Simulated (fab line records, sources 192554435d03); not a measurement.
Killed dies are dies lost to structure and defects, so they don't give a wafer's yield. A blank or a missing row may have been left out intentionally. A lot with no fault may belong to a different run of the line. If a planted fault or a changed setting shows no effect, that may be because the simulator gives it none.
One fault seen from 2 desks    flow n5-finfet    only its own numbers are on each desk; what lay behind them is given at the end

## THE METROLOGY DESK
Lot by lot, what the gauges showed, no matter which tool ran the lot: averages of those sampled wafers that carry a number. If a lot's mean is further than 4 standard deviations from the usual mean, the lot is out of limits and carries the mark OUT (the distance appears in the brackets). Readings shown: 7 of its 13, picked as those furthest out on some lot.
Columns: A = DIBL_P at N5_BEOL_M4_RC_MEAS_101, usual 36.7 mV/V; B = IOFF_P at N5_BEOL_M4_RC_MEAS_101, usual 0.22 nA/um; C = ION_N at N5_BEOL_M4_RC_MEAS_101, usual 672 uA/um; D = ION_P at N5_BEOL_M4_RC_MEAS_101, usual 462 uA/um; E = SS_N at N5_BEOL_M4_RC_MEAS_101, usual 71.6 mV/dec; F = VT_N at N5_BEOL_M4_RC_MEAS_101, usual 250 mV; G = VT_P at N5_BEOL_M4_RC_MEAS_101, usual -250 mV
lot   first seen here  A     B     C    D    E     F    G
L182  day 10 02:23     34.8  0.21  684  477  70.6  251  -249
L187  day 10 21:10     37.4  0.20  674  458  71.7  251  -254
L188  day 10 22:46     36.4  0.21  674  464  71.4  253  -249
L190  day 11 17:17     32.9  0.16  649  447  71.5  256  -252
L192  day 11 17:41     36.4  0.26  665  463  72.1  251  -247
L193  day 12 08:23     34.2  0.17  657  454  71.4  253  -252
L194  day 12 15:44     37.3  0.21  672  458  72.1  251  -250
L202  day 14 07:49     37.6  0.27  685  467  72.0  247  -244
L203  day 14 16:10     38.7  0.24  681  465  71.9  249  -249
This desk found nothing out of limits on any of the 9 lots.

## AT THE TOOL OWNER'S DESK: rie-diel-06
The tool's own readings at N5_BEOL_M11_STRIP_67 (strips in CF4): means of the sampled wafers that have a number, for each lot that ran on this tool. If a lot's mean is further than 4 standard deviations from the usual mean, the lot is out of limits and carries the mark OUT (the distance appears in the brackets).
Columns: A = bias-power-w at N5_BEOL_M11_STRIP_67, usual 74.99 W; B = cf4-flow-sccm at N5_BEOL_M11_STRIP_67, usual 150.0 sccm; C = drypump-motor-current-A at N5_BEOL_M11_STRIP_67, usual 5.9 A; D = oes-product-au at N5_BEOL_M11_STRIP_67, usual 0.77 a.u.; E = rf-vpp-V at N5_BEOL_M11_STRIP_67, usual 271.1 V; F = showerhead-plenum-p-Torr at N5_BEOL_M11_STRIP_67, usual 1.80 Torr; G = throttle-valve-pct at N5_BEOL_M11_STRIP_67, usual 13.62 %
lot   first seen here  A      B      C    D     E      F     G
L182  day 12 15:35     74.93  150.0  5.7  0.79  271.8  1.81  13.62
L187  day 13 05:19     74.74  150.0  5.9  0.82  271.3  1.82  13.46
L202  day 17 12:06     75.01  150.6  5.9  0.78  270.7  1.81  13.54
L203  day 17 17:11     74.85  149.8  6.2  0.75  271.3  1.82  13.56
This desk found nothing out of limits on any of the 4 lots.

## TAKEN TOGETHER
Nothing out of limits was seen by the metrology desk.
Nothing out of limits was seen by the tool owner's desk.

## WHAT THE SIMULATOR PUT IN
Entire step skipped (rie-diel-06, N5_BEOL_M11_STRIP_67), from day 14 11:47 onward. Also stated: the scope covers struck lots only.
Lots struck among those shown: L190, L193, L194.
